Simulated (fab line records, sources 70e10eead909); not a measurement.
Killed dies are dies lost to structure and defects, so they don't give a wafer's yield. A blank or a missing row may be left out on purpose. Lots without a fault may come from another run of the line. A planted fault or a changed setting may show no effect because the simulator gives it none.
Which tool did it? | flow nand_harc | 12 lots, 36 wafers sampled, at 5 steps of a route of 1159

WHAT THE GAUGES READ, wafer by wafer
NHARC_END_SORT_01.
lot  | measured     | on        | defect_limited_yield (%) | killed_at_array | killed_at_other | killed_at_periphery | killed_dies | killed_open | killed_short | sort_bin_2_pct (%) | sort_bin_3_pct (%) | sort_bin_4_pct (%) | sort_n_pass | sort_rim_yield_pct (%) | sort_yield_pct (%)
L811 | day 22 13:46 | prober-01 | 95.3 95.4 94.5           | 29 29 34        | 0 0 1           | 3 2 2               | 32 31 37    | 2 5 7       | 3 1 3        | 1.9 1.5 2.5        | 0.30 0.44 0.15     | 2.5 2.7 2.8        | 645 646 640 | 97 99 100              | 95.3 95.4 94.5

WHICH TOOL RAN EACH LOT (tool, then ch and the chambers of the sampled wafers, then the start)
lot  | NHARC_A_BONDPAD_ANNEAL_28        | NHARC_THIN_TSV_DEP_43           | NHARC_THIN_TSV_ETCH_59            | NHARC_THIN_TSV_STRIP_56
L799 | rtp_anneal-02 ch 0, day 18 08:43 | pecvd-02 ch 0,1,2, day 19 01:32 | rie_metal-01 ch 0,1, day 19 08:45 | plasma_asher-01 ch 0,1, day 19 09:11
L800 | rtp_anneal-01 ch 0, day 18 12:19 | pecvd-02 ch 0,2, day 19 02:43   | rie_metal-02 ch 1, day 19 09:46   | plasma_asher-02 ch 0,1, day 19 10:25
L801 | rtp_anneal-02 ch 0, day 19 04:43 | pecvd-02 ch 0,1,2, day 19 17:13 | rie_metal-02 ch 1, day 20 00:49   | plasma_asher-02 ch 0,1, day 20 02:28
L805 | rtp_anneal-01 ch 0, day 20 06:10 | pecvd-02 ch 0,1,2, day 21 00:03 | rie_metal-02 ch 0,1, day 21 06:54 | plasma_asher-01 ch 0,1, day 21 07:14
L806 | rtp_anneal-01 ch 0, day 20 07:02 | pecvd-04 ch 0,1,2, day 20 22:56 | rie_metal-01 ch 0,1, day 21 06:05 | plasma_asher-02 ch 0,1, day 21 06:28
L810 | rtp_anneal-02 ch 0, day 20 15:56 | pecvd-01 ch 0,1, day 21 06:56   | rie_metal-02 ch 0,1, day 21 14:41 | plasma_asher-01 ch 0,1, day 21 15:02
L811 | rtp_anneal-01 ch 0, day 20 19:09 | pecvd-01 ch 0,2, day 21 09:27   | rie_metal-01 ch 0,1, day 21 16:33 | plasma_asher-02 ch 0,1, day 21 16:55
L812 | rtp_anneal-01 ch 0, day 21 07:00 | pecvd-04 ch 0,1,2, day 21 21:29 | rie_metal-02 ch 0,1, day 22 04:59 | plasma_asher-01 ch 0,1, day 22 05:20
L815 | rtp_anneal-01 ch 0, day 22 17:18 | pecvd-04 ch 1,2, day 23 07:09   | rie_metal-03 ch 0,1, day 23 14:55 | plasma_asher-01 ch 0,1, day 23 15:54
L816 | rtp_anneal-02 ch 0, day 23 01:28 | pecvd-02 ch 0,1,2, day 23 16:36 | rie_metal-03 ch 0,1, day 23 23:31 | plasma_asher-01 ch 0,1, day 24 00:00
L821 | rtp_anneal-01 ch 0, day 23 16:47 | pecvd-02 ch 1,2, day 24 06:14   | rie_metal-01 ch 0,1, day 24 13:16 | plasma_asher-02 ch 0,1, day 24 13:35
L820 | rtp_anneal-02 ch 0, day 24 08:16 | pecvd-01 ch 0,1,2, day 24 20:44 | rie_metal-02 ch 0,1, day 25 04:26 | plasma_asher-01 ch 0,1, day 25 04:48
- NHARC_A_BONDPAD_ANNEAL_28: time 90 s.
- NHARC_THIN_TSV_DEP_43: deposits SiO2, target thk 1328.5 nm.
- NHARC_THIN_TSV_ETCH_59: etches the open film in Cl2/BCl3, target depth 880 nm, time 138.1 s.
- NHARC_THIN_TSV_STRIP_56: strips in O2.

WHAT THE TOOLS THEMSELVES READ (means of the sampled wafers that have a number; where no wafer has one, the mark that the record gives instead)
NHARC_A_BONDPAD_ANNEAL_28.
lot  | tool          | wafer_temp_C_max
L799 | rtp_anneal-02 | 225.7
L800 | rtp_anneal-01 | 226.0
L801 | rtp_anneal-02 | 225.4
L805 | rtp_anneal-01 | 226.7
L806 | rtp_anneal-01 | 226.7
L810 | rtp_anneal-02 | 225.8
L811 | rtp_anneal-01 | 226.2
L812 | rtp_anneal-01 | 226.1
L815 | rtp_anneal-01 | 226.3
L816 | rtp_anneal-02 | 225.8
L821 | rtp_anneal-01 | 226.4
L820 | rtp_anneal-02 | 225.5

NHARC_THIN_TSV_DEP_43.
lot  | tool     | chamber_pressure_Torr (Torr) | throttle_valve_pct (%)
L799 | pecvd-02 | 6.495                        | 16.4
L800 | pecvd-02 | 6.494                        | 16.3
L801 | pecvd-02 | 6.498                        | 16.2
L805 | pecvd-02 | 6.484                        | 16.4
L806 | pecvd-04 | 6.497                        | 15.7
L810 | pecvd-01 | 6.496                        | 16.2
L811 | pecvd-01 | 6.496                        | 16.3
L812 | pecvd-04 | 6.513                        | 15.6
L815 | pecvd-04 | 6.488                        | 15.8
L816 | pecvd-02 | 6.495                        | 16.0
L821 | pecvd-02 | 6.482                        | 15.8
L820 | pecvd-01 | 6.511                        | 16.7

NHARC_THIN_TSV_ETCH_59.
lot  | tool         | drypump_motor_current_A (A) | oes_product_au (a.u.) | run_length_s (s) | throttle_valve_pct (%)
L799 | rie_metal-01 | 5.4                         | 1.002                 | 159.3            | 22.267
L800 | rie_metal-02 | 5.9                         | 1.005                 | 159.9            | 22.268
L801 | rie_metal-02 | 5.9                         | 1.004                 | 159.8            | 22.262
L805 | rie_metal-02 | 5.2                         | 1.004                 | 159.7            | 22.261
L806 | rie_metal-01 | 5.5                         | 1.004                 | 159.0            | 22.260
L810 | rie_metal-02 | 5.5                         | 1.009                 | 159.8            | 22.269
L811 | rie_metal-01 | 5.6                         | 1.006                 | 159.4            | 22.266
L812 | rie_metal-02 | 5.5                         | 1.003                 | 159.6            | 22.261
L815 | rie_metal-03 | 6.1                         | 1.015                 | 163.5            | 22.265
L816 | rie_metal-03 | 5.9                         | 1.024                 | 167.8            | 22.257
L821 | rie_metal-01 | 5.6                         | 0.981                 | 159.7            | 22.271
L820 | rie_metal-02 | 5.2                         | 1.001                 | 159.6            | 22.272

NHARC_THIN_TSV_STRIP_56.
lot  | tool            | drypump_motor_current_A (A) | heater_power_w (W)
L799 | plasma_asher-01 | 5.2                         | 361
L800 | plasma_asher-02 | 6.0                         | 342
L801 | plasma_asher-02 | 6.1                         | 331
L805 | plasma_asher-01 | 5.2                         | 351
L806 | plasma_asher-02 | 6.1                         | 327
L810 | plasma_asher-01 | 5.5                         | 370
L811 | plasma_asher-02 | 6.0                         | 338
L812 | plasma_asher-01 | 5.4                         | 377
L815 | plasma_asher-01 | 5.5                         | 373
L816 | plasma_asher-01 | 5.5                         | 364
L821 | plasma_asher-02 | 5.9                         | 355
L820 | plasma_asher-01 | 5.2                         | 352

THE ANSWER, worked out from the rows above alone
Rule: what is usual is taken from the lots themselves. Put in order of their means at a reading, lots are off if they are a third of the lots or fewer, leave a main group of 4 or more, and stand apart from it by a gap of 3 or more times the standard deviation of the main group's means; of several such gaps the widest counts. A main group whose means are all the same, to the digits that the tables above print for the reading, isn't used. A lot without any number at a reading at which 4 lots or more have one is off too. The other lots that the step has rows for count as sound. The gauges are gone through in route order, then the tools' own readings, and for those a lot's mean is taken as printed above. The first step at which some lot is off is used, and at that step the reading that is off furthest; a lot without a number counts as furthest.
Off: L815, L816, at NHARC_THIN_TSV_ETCH_59 (run_length_s). The main group: mean 159.6 s, standard deviation 0.26.
A tool fits if, at that step or a process step before it, it ran every lot that is off, and no sound lot after the first of them. One fits: rie_metal-03 at NHARC_THIN_TSV_ETCH_59. It ran no sound lot before its first lot that is off in this sample, so the start can't be narrowed down.
The tool's own readings at NHARC_THIN_TSV_ETCH_59 bear it out: on the lots that are off they differ by more than 5 times the standard deviation of the sound lots' means. run_length_s reads 165.7 s there against 159.6 s on the sound lots.

WHAT THE SIMULATOR HAD PUT IN
Process parameter drift: rie_metal-03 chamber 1, from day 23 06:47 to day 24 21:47, at NHARC_THIN_TSV_ETCH_59. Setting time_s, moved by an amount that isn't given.
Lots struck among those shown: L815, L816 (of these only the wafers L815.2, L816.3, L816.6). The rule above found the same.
